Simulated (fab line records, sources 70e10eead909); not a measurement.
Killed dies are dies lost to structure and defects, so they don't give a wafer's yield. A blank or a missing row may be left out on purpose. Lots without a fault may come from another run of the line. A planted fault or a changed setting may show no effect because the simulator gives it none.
Which tool did it? | flow nand_harc | 23 lots, 69 wafers sampled, at 6 steps of a route of 1159

WHAT THE GAUGES READ, wafer by wafer
The record holds no reading of a measuring or inspecting step that can be judged against a usual standard deviation.

WHICH TOOL RAN EACH LOT (tool, then ch and the chambers of the sampled wafers, then the start)
lot  | NHARC_A_STAIRCASE_TRIM_18      | NHARC_A_STAIRCASE_ETCH_188     | NHARC_A_STAIRCASE_TRIM_189     | NHARC_A_STAIRCASE_TRIM_191     | NHARC_A_STAIRCASE_ETCH_199     | NHARC_A_STAIRCASE_TRIM_200
L074 | rie_diel-11 ch 0,1, no start   | rie_diel-11 ch 0,2, no start   | rie_diel-11 ch 0,1,3, no start | rie_diel-11 ch 0,1,3, no start | rie_diel-11 ch 1,2, no start   | rie_diel-11 ch 0,1,2, no start
L076 | rie_diel-11 ch 0,1, no start   | rie_diel-13 ch 1,2,3, no start | rie_diel-13 ch 0,3, no start   | rie_diel-13 ch 2,3, no start   | rie_diel-11 ch 0,1,3, no start | rie_diel-11 ch 0,1,3, no start
L077 | rie_diel-11 ch 0,1,2, no start | rie_diel-13 ch 1,3, no start   | rie_diel-13 ch 0,2,3, no start | rie_diel-13 ch 0,1,3, no start | rie_diel-07 ch 1,2, no start   | rie_diel-07 ch 0,3, no start
L075 | rie_diel-11 ch 1,2,3, no start | rie_diel-07 ch 0,1,3, no start | rie_diel-07 ch 0,2, no start   | rie_diel-07 ch 1,2,3, no start | rie_diel-11 ch 1,3, no start   | rie_diel-11 ch 0,2,3, no start
L079 | rie_diel-11 ch 1,3, no start   | rie_diel-07 ch 0,2, no start   | rie_diel-07 ch 0,2, no start   | rie_diel-07 ch 1,3, no start   | rie_diel-11 ch 0,2,3, no start | rie_diel-11 ch 0,1,2, no start
L078 | rie_diel-11 ch 2,3, no start   | rie_diel-11 ch 0,1, no start   | rie_diel-11 ch 0,1,2, no start | rie_diel-11 ch 2,3, no start   | rie_diel-13 ch 0,1,3, no start | rie_diel-13 ch 1,2,3, no start
L080 | rie_diel-07 ch 0,2, no start   | rie_diel-11 ch 0,1,3, no start | rie_diel-11 ch 0,2,3, no start | rie_diel-11 ch 1,2, no start   | rie_diel-11 ch 0,1,3, no start | rie_diel-11 ch 1,3, no start
L081 | rie_diel-11 ch 0,2,3, no start | rie_diel-11 ch 0,1,3, no start | rie_diel-11 ch 0,2,3, no start | rie_diel-11 ch 0,2,3, no start | rie_diel-07 ch 0,1, no start   | rie_diel-07 ch 0,1,3, no start
L082 | rie_diel-11 ch 0,1,2, no start | rie_diel-11 ch 0,1,3, no start | rie_diel-11 ch 0,2,3, no start | rie_diel-11 ch 1,2,3, no start | rie_diel-11 ch 0,2,3, no start | rie_diel-11 ch 0,2, no start
L083 | rie_diel-11 ch 0,1,2, no start | rie_diel-11 ch 0,1,3, no start | rie_diel-11 ch 2,3, no start   | rie_diel-11 ch 0,3, no start   | rie_diel-07 ch 0,2,3, no start | rie_diel-07 ch 0,1, no start
L086 | rie_diel-07 ch 0,1, no start   | rie_diel-07 ch 0,1,3, no start | rie_diel-07 ch 0,1,2, no start | rie_diel-07 ch 0,2,3, no start | rie_diel-07 ch 0,2,3, no start | rie_diel-07 ch 1,2,3, no start
L084 | rie_diel-13 ch 0,2,3, no start | rie_diel-11 ch 1,2, no start   | rie_diel-11 ch 0,2,3, no start | rie_diel-11 ch 0,2,3, no start | rie_diel-11 ch 0,1,2, no start | rie_diel-11 ch 0,1,2, no start
L085 | rie_diel-11 ch 1,2,3, no start | rie_diel-11 ch 0,1,3, no start | rie_diel-11 ch 0,2,3, no start | rie_diel-11 ch 0,1,2, no start | rie_diel-07 ch 0,1,3, no start | rie_diel-07 ch 0,1,3, no start
L087 | rie_diel-11 ch 0,2, no start   | rie_diel-13 ch 0,3, no start   | rie_diel-13 ch 0,2,3, no start | rie_diel-13 ch 1,3, no start   | rie_diel-13 ch 0,2,3, no start | rie_diel-13 ch 0,1,3, no start
L089 | rie_diel-11 ch 0,3, no start   | rie_diel-13 ch 0,2,3, no start | rie_diel-13 ch 0,1,2, no start | rie_diel-13 ch 1,2,3, no start | rie_diel-07 ch 1,2, no start   | rie_diel-07 ch 0,1,3, no start
L090 | rie_diel-11 ch 0,3, no start   | rie_diel-11 ch 1,2, no start   | rie_diel-11 ch 2,3, no start   | rie_diel-11 ch 0,2, no start   | rie_diel-11 ch 0,1,3, no start | rie_diel-11 ch 0,1,2, no start
L091 | rie_diel-07 ch 0,1,2, no start | rie_diel-11 ch 0,2,3, no start | rie_diel-11 ch 1,2,3, no start | rie_diel-11 ch 1,2,3, no start | rie_diel-07 ch 0,2,3, no start | rie_diel-07 ch 0,1,2, no start
L093 | rie_diel-11 ch 1,2,3, no start | rie_diel-07 ch 0,2,3, no start | rie_diel-07 ch 0,2,3, no start | rie_diel-07 ch 2,3, no start   | rie_diel-13 ch 2,3, no start   | rie_diel-13 ch 1,2,3, no start
L092 | rie_diel-13 ch 1,2,3, no start | rie_diel-13 ch 1,2,3, no start | rie_diel-13 ch 1,2,3, no start | rie_diel-13 ch 1,2, no start   | rie_diel-13 ch 0,2,3, no start | rie_diel-13 ch 0,2, no start
L095 | rie_diel-07 ch 1,2, no start   | rie_diel-13 ch 0,1, no start   | rie_diel-13 ch 0,3, no start   | rie_diel-13 ch 0,1,2, no start | rie_diel-13 ch 0,2,3, no start | rie_diel-13 ch 1,3, no start
L096 | rie_diel-13 ch 0,1,2, no start | rie_diel-11 ch 1,2,3, no start | rie_diel-11 ch 0,1,2, no start | rie_diel-11 ch 0,1,2, no start | rie_diel-07 ch 0,1, no start   | rie_diel-07 ch 0,2, no start
L094 | rie_diel-07 ch 1,2, no start   | rie_diel-07 ch 0,2, no start   | rie_diel-07 ch 0,1, no start   | rie_diel-07 ch 0,1,2, no start | rie_diel-07 ch 2,3, no start   | rie_diel-07 ch 0,1,3, no start
L097 | rie_diel-13 ch 0,2,3, no start | rie_diel-11 ch 0,1, no start   | rie_diel-11 ch 1,2, no start   | rie_diel-11 ch 1,2,3, no start | rie_diel-07 ch 0,2, no start   | rie_diel-07 ch 0,1,2, no start
- NHARC_A_STAIRCASE_TRIM_18: chemistry O2, time 211.2 s.
- NHARC_A_STAIRCASE_ETCH_188: etches the open film in C4F8/O2, target depth 100 nm, time 40.5 s.
- NHARC_A_STAIRCASE_TRIM_189: chemistry O2, time 211.2 s.
- NHARC_A_STAIRCASE_TRIM_191: chemistry O2, time 211.2 s.
- NHARC_A_STAIRCASE_ETCH_199: etches the open film in C4F8/O2, target depth 100 nm, time 40.5 s.
- NHARC_A_STAIRCASE_TRIM_200: chemistry O2, time 211.2 s.

WHAT THE TOOLS THEMSELVES READ (means of the sampled wafers that have a number; where no wafer has one, the mark that the record gives instead)
NHARC_A_STAIRCASE_TRIM_18. Usual: drypump_motor_current_A 6.0 A, standard deviation 0.36; oes_product_au 1.006 a.u., standard deviation 0.013; rf_vpp_V 57.9 V, standard deviation 0.86; showerhead_plenum_p_Torr 3.57 Torr, standard deviation 0.13; throttle_valve_pct 17.036 %, standard deviation 0.0091.
lot  | tool        | drypump_motor_current_A (A) | oes_product_au (a.u.) | rf_vpp_V (V) | showerhead_plenum_p_Torr (Torr) | throttle_valve_pct (%) | flag
L074 | rie_diel-11 | 6.0                         | 1.016                 | 56.9         | 3.56                            | 17.045                 |
L076 | rie_diel-11 | 6.0                         | 1.014                 | 58.4         | 3.56                            | 17.036                 |
L077 | rie_diel-11 | 6.1                         | 1.005                 | 57.0         | 3.55                            | 17.031                 |
L075 | rie_diel-11 | 6.3                         | 0.995                 | 58.7         | 3.61                            | 17.039                 |
L079 | rie_diel-11 | 6.2                         | 1.005                 | 58.0         | 3.62                            | 17.041                 |
L078 | rie_diel-11 | 6.3                         | 0.997                 | 57.3         | 3.60                            | 17.034                 |
L080 | rie_diel-07 | 6.0                         | 1.007                 | 59.0         | 3.52                            | 17.032                 |
L081 | rie_diel-11 | 5.9                         | 1.011                 | 58.7         | 3.49                            | 17.044                 |
L082 | rie_diel-11 | 6.1                         | 1.019                 | 59.2         | 3.54                            | 17.047                 |
L083 | rie_diel-11 | 6.1                         | 1.013                 | 57.5         | 3.54                            | 17.035                 |
L086 | rie_diel-07 | 6.2                         | 1.001                 | 57.5         | 3.50                            | 17.035                 |
L084 | rie_diel-13 | 5.7                         | 1.012                 | 58.4         | 3.72                            | 17.029                 |
L085 | rie_diel-11 | 6.2                         | 1.001                 | 57.1         | 3.60                            | 17.037                 |
L087 | rie_diel-11 | 5.8                         | 1.012                 | 57.2         | 3.42                            | 17.036                 |
L089 | rie_diel-11 | 5.6                         | 1.006                 | 58.1         | 3.38                            | 17.040                 |
L090 | rie_diel-11 | 5.8                         | 0.995                 | 57.3         | 3.44                            | 17.035                 |
L091 | rie_diel-07 | 6.1                         | 1.008                 | 57.7         | 3.51                            | 17.037                 |
L093 | rie_diel-11 | 6.2                         | 1.002                 | 58.3         | 3.60                            | 17.028                 |
L092 | rie_diel-13 | 5.7                         | 1.000                 | 58.5         | 3.69                            | 17.039                 |
L095 | rie_diel-07 | 6.0                         | 1.008                 | 58.5         | 3.53                            | 17.034                 |
L096 | rie_diel-13 | 5.7                         | 1.009                 | 57.8         | 3.71                            | 17.040                 |
L094 | rie_diel-07 | 5.9                         | 1.020                 | 57.4         | 3.53                            | 17.034                 |
L097 | rie_diel-13 | 5.8                         | 1.004                 | 58.8         | 3.71                            | 17.041                 |

NHARC_A_STAIRCASE_ETCH_188. Usual: oes_product_au 0.942 a.u., standard deviation 0.017; rf_vpp_V 897 V, standard deviation 4.7.
lot  | tool        | oes_product_au (a.u.) | rf_vpp_V (V) | flag
L074 | rie_diel-11 | 0.962                 | 893          |
L076 | rie_diel-13 | 0.947                 | 903          |
L077 | rie_diel-13 | 0.908                 | 902          |
L075 | rie_diel-07 | 0.939                 | 896          |
L079 | rie_diel-07 | 0.961                 | 896          |
L078 | rie_diel-11 | 0.946                 | 896          |
L080 | rie_diel-11 | 0.958                 | 896          |
L081 | rie_diel-11 | 0.936                 | 897          |
L082 | rie_diel-11 | 0.943                 | 895          |
L083 | rie_diel-11 | 0.937                 | 895          |
L086 | rie_diel-07 | 0.936                 | 896          |
L084 | rie_diel-11 | 0.933                 | 900          |
L085 | rie_diel-11 | 0.929                 | 895          |
L087 | rie_diel-13 | 0.952                 | 904          |
L089 | rie_diel-13 | 0.936                 | 902          |
L090 | rie_diel-11 | 0.942                 | 900          |
L091 | rie_diel-11 | 0.934                 | 895          |
L093 | rie_diel-07 | 0.933                 | 896          |
L092 | rie_diel-13 | 0.959                 | 902          |
L095 | rie_diel-13 | 0.928                 | 903          |
L096 | rie_diel-11 | 0.949                 | 897          |
L094 | rie_diel-07 | 0.946                 | 894          |
L097 | rie_diel-11 | 0.953                 | 892          |

NHARC_A_STAIRCASE_TRIM_189. Usual: drypump_motor_current_A 6.0 A, standard deviation 0.34; oes_product_au 1.004 a.u., standard deviation 0.013; rf_vpp_V 58.0 V, standard deviation 0.87; showerhead_plenum_p_Torr 3.58 Torr, standard deviation 0.12; throttle_valve_pct 17.037 %, standard deviation 0.0093.
lot  | tool        | drypump_motor_current_A (A) | oes_product_au (a.u.) | rf_vpp_V (V) | showerhead_plenum_p_Torr (Torr) | throttle_valve_pct (%) | flag
L074 | rie_diel-11 | 5.9                         | 1.008                 | 57.4         | 3.51                            | 17.033                 |
L076 | rie_diel-13 | 5.6                         | 0.993                 | 58.2         | 3.73                            | 17.044                 |
L077 | rie_diel-13 | 5.7                         | 1.001                 | 58.6         | 3.73                            | 17.040                 |
L075 | rie_diel-07 | 6.2                         | 1.001                 | 57.7         | 3.51                            | 17.034                 |
L079 | rie_diel-07 | 6.0                         | 1.011                 | 57.3         | 3.52                            | 17.034                 |
L078 | rie_diel-11 | 6.1                         | 1.005                 | 58.0         | 3.54                            | 17.037                 |
L080 | rie_diel-11 | 5.9                         | 1.006                 | 57.6         | 3.49                            | 17.034                 |
L081 | rie_diel-11 | 5.9                         | 1.002                 | 58.2         | 3.49                            | 17.047                 |
L082 | rie_diel-11 | 5.9                         | 1.009                 | 57.8         | 3.49                            | 17.037                 |
L083 | rie_diel-11 | 6.3                         | 0.997                 | 57.2         | 3.59                            | 17.040                 |
L086 | rie_diel-07 | 6.1                         | 1.001                 | 58.0         | 3.52                            | 17.041                 |
L084 | rie_diel-11 | 5.9                         | 0.993                 | 57.8         | 3.48                            | 17.042                 |
L085 | rie_diel-11 | 6.0                         | 1.002                 | 57.8         | 3.48                            | 17.028                 |
L087 | rie_diel-13 | 5.7                         | 1.003                 | 59.1         | 3.72                            | 17.041                 |
L089 | rie_diel-13 | 5.8                         | 1.006                 | 58.0         | 3.72                            | 17.036                 |
L090 | rie_diel-11 | 6.1                         | 0.992                 | 57.0         | 3.55                            | 17.038                 |
L091 | rie_diel-11 | 6.2                         | 1.010                 | 57.4         | 3.60                            | 17.030                 |
L093 | rie_diel-07 | 6.0                         | 1.004                 | 57.9         | 3.53                            | 17.032                 |
L092 | rie_diel-13 | 5.7                         | 1.002                 | 58.1         | 3.69                            | 17.048                 |
L095 | rie_diel-13 | 5.6                         | 0.994                 | 58.7         | 3.71                            | 17.035                 |
L096 | rie_diel-11 | 6.1                         | 1.014                 | 58.0         | 3.52                            | 17.031                 |
L094 | rie_diel-07 | 6.2                         | 1.002                 | 58.3         | 3.51                            | 17.028                 |
L097 | rie_diel-11 | 6.4                         | 1.004                 | 59.1         | 3.63                            | 17.032                 |

NHARC_A_STAIRCASE_TRIM_191. Usual: drypump_motor_current_A 6.0 A, standard deviation 0.34; oes_product_au 1.004 a.u., standard deviation 0.013; rf_vpp_V 58.0 V, standard deviation 0.89; showerhead_plenum_p_Torr 3.58 Torr, standard deviation 0.13; throttle_valve_pct 17.035 %, standard deviation 0.0085.
lot  | tool        | drypump_motor_current_A (A) | oes_product_au (a.u.) | rf_vpp_V (V) | showerhead_plenum_p_Torr (Torr) | throttle_valve_pct (%) | flag
L074 | rie_diel-11 | 5.9                         | 1.004                 | 57.9         | 3.51                            | 17.035                 |
L076 | rie_diel-13 | 5.9                         | 1.009                 | 57.9         | 3.71                            | 17.038                 |
L077 | rie_diel-13 | 5.6                         | 0.988                 | 58.9         | 3.73                            | 17.032                 |
L075 | rie_diel-07 | 5.9                         | 1.008                 | 58.0         | 3.56                            | 17.037                 |
L079 | rie_diel-07 | 6.0                         | 0.999                 | 57.8         | 3.57                            | 17.034                 |
L078 | rie_diel-11 | 6.1                         | 0.992                 | 58.1         | 3.56                            | 17.038                 |
L080 | rie_diel-11 | 6.4                         | 1.010                 | 58.3         | 3.64                            | 17.035                 |
L081 | rie_diel-11 | 5.9                         | 1.009                 | 58.3         | 3.49                            | 17.029                 |
L082 | rie_diel-11 | 6.2                         | 1.006                 | 58.5         | 3.61                            | 17.033                 |
L083 | rie_diel-11 | 5.8                         | 1.005                 | 58.6         | 3.44                            | 17.039                 |
L086 | rie_diel-07 | 6.0                         | 1.009                 | 58.4         | 3.54                            | 17.028                 |
L084 | rie_diel-11 | 5.9                         | 0.996                 | 57.8         | 3.48                            | 17.034                 |
L085 | rie_diel-11 | 6.1                         | 1.019                 | 58.2         | 3.53                            | 17.031                 |
L087 | rie_diel-13 | 5.6                         | 0.989                 | 58.5         | 3.69                            | 17.037                 |
L089 | rie_diel-13 | 5.7                         | 0.997                 | 58.5         | 3.70                            | 17.051                 |
L090 | rie_diel-11 | 6.1                         | 1.012                 | 57.2         | 3.52                            | 17.031                 |
L091 | rie_diel-11 | 6.2                         | 1.002                 | 58.1         | 3.59                            | 17.037                 |
L093 | rie_diel-07 | 5.8                         | 1.011                 | 58.1         | 3.56                            | 17.037                 |
L092 | rie_diel-13 | 5.9                         | 1.012                 | 57.8         | 3.69                            | 17.032                 |
L095 | rie_diel-13 | 5.7                         | 1.003                 | 58.5         | 3.71                            | 17.034                 |
L096 | rie_diel-11 | 6.1                         | 1.017                 | 57.5         | 3.52                            | 17.034                 |
L094 | rie_diel-07 | 6.1                         | 1.000                 | 58.1         | 3.51                            | 17.026                 |
L097 | rie_diel-11 | 6.2                         | 1.005                 | 57.5         | 3.59                            | 17.039                 |

NHARC_A_STAIRCASE_ETCH_199. Usual: oes_product_au 0.948 a.u., standard deviation 0.013; rf_vpp_V 897 V, standard deviation 4.3.
lot  | tool        | oes_product_au (a.u.) | rf_vpp_V (V) | flag
L074 | rie_diel-11 | 0.946                 | 901          |
L076 | rie_diel-11 | 0.943                 | 897          |
L077 | rie_diel-07 | 0.964                 | 897          |
L075 | rie_diel-11 | 0.943                 | 901          |
L079 | rie_diel-11 | 0.945                 | 895          |
L078 | rie_diel-13 | 0.941                 | 903          |
L080 | rie_diel-11 | 0.945                 | 895          |
L081 | rie_diel-07 | 0.956                 | 895          |
L082 | rie_diel-11 | 0.940                 | 894          |
L083 | rie_diel-07 | 0.953                 | 896          |
L086 | rie_diel-07 | 0.937                 | 896          |
L084 | rie_diel-11 | 0.957                 | 897          |
L085 | rie_diel-07 | 0.941                 | 896          |
L087 | rie_diel-13 | 0.936                 | 903          |
L089 | rie_diel-07 | 0.959                 | 897          |
L090 | rie_diel-11 | 0.944                 | 895          |
L091 | rie_diel-07 | 0.945                 | 896          |
L093 | rie_diel-13 | 0.961                 | 902          |
L092 | rie_diel-13 | 0.947                 | 903          |
L095 | rie_diel-13 | 0.959                 | 902          |
L096 | rie_diel-07 | 0.947                 | 895          |
L094 | rie_diel-07 | 0.959                 | 898          |
L097 | rie_diel-07 | 0.966                 | 894          |

NHARC_A_STAIRCASE_TRIM_200. Usual: drypump_motor_current_A 6.0 A, standard deviation 0.32; oes_product_au 1.005 a.u., standard deviation 0.013; rf_vpp_V 57.8 V, standard deviation 0.85; showerhead_plenum_p_Torr 3.56 Torr, standard deviation 0.12; throttle_valve_pct 17.036 %, standard deviation 0.0091.
lot  | tool        | drypump_motor_current_A (A) | oes_product_au (a.u.) | rf_vpp_V (V) | showerhead_plenum_p_Torr (Torr) | throttle_valve_pct (%) | flag
L074 | rie_diel-11 | 6.1                         | 1.015                 | 58.3         | 3.55                            | 17.038                 |
L076 | rie_diel-11 | 5.9                         | 1.008                 | 58.3         | 3.51                            | 17.037                 |
L077 | rie_diel-07 | 6.0                         | 0.997                 | 57.7         | 3.56                            | 17.035                 |
L075 | rie_diel-11 | 6.0                         | 1.010                 | 57.5         | 3.49                            | 17.039                 |
L079 | rie_diel-11 | 6.1                         | 1.009                 | 58.2         | 3.54                            | 17.039                 |
L078 | rie_diel-13 | 5.7                         | 0.996                 | 57.3         | 3.71                            | 17.042                 |
L080 | rie_diel-11 | 6.2                         | 1.007                 | 58.4         | 3.62                            | 17.037                 |
L081 | rie_diel-07 | 6.1                         | 0.996                 | 57.9         | 3.54                            | 17.038                 |
L082 | rie_diel-11 | 5.8                         | 1.016                 | 57.6         | 3.42                            | 17.030                 |
L083 | rie_diel-07 | 6.3                         | 1.002                 | 57.2         | 3.50                            | 17.032                 |
L086 | rie_diel-07 | 5.9                         | 1.007                 | 57.7         | 3.55                            | 17.046                 |
L084 | rie_diel-11 | 6.1                         | 1.004                 | 57.4         | 3.53                            | 17.038                 |
L085 | rie_diel-07 | 6.1                         | 0.987                 | 58.3         | 3.53                            | 17.033                 |
L087 | rie_diel-13 | 5.6                         | 0.996                 | 58.5         | 3.72                            | 17.033                 |
L089 | rie_diel-07 | 6.0                         | 1.000                 | 57.5         | 3.53                            | 17.037                 |
L090 | rie_diel-11 | 6.1                         | 1.024                 | 57.4         | 3.53                            | 17.049                 |
L091 | rie_diel-07 | 6.1                         | 1.005                 | 57.7         | 3.51                            | 17.029                 |
L093 | rie_diel-13 | 5.7                         | 1.009                 | 58.2         | 3.70                            | 17.034                 |
L092 | rie_diel-13 | 5.9                         | 1.015                 | 57.8         | 3.72                            | 17.041                 |
L095 | rie_diel-13 | 5.6                         | 0.997                 | 57.8         | 3.69                            | 17.042                 |
L096 | rie_diel-07 | 6.0                         | 1.023                 | 57.6         | 3.51                            | 17.028                 |
L094 | rie_diel-07 | 6.0                         | 0.997                 | 57.8         | 3.52                            | 17.042                 |
L097 | rie_diel-07 | 6.1                         | 1.013                 | 57.3         | 3.50                            | 17.045                 |

THE ANSWER, worked out from the rows above alone
Rule: a lot is off if the mean of its wafers that have a number lies more than 3 standard deviations from the usual mean. A lot without any number at a reading at which 4 lots or more have one is off too. The other lots that the step has rows for count as sound. The gauges are gone through in route order, then the tools' own readings, and for those a lot's mean is taken as printed above. The first step at which some lot is off is used, and at that step the reading that is off furthest; a lot without a number counts as furthest.
No lot is off at any reading shown: from this, nothing can be told.

WHAT THE SIMULATOR HAD PUT IN
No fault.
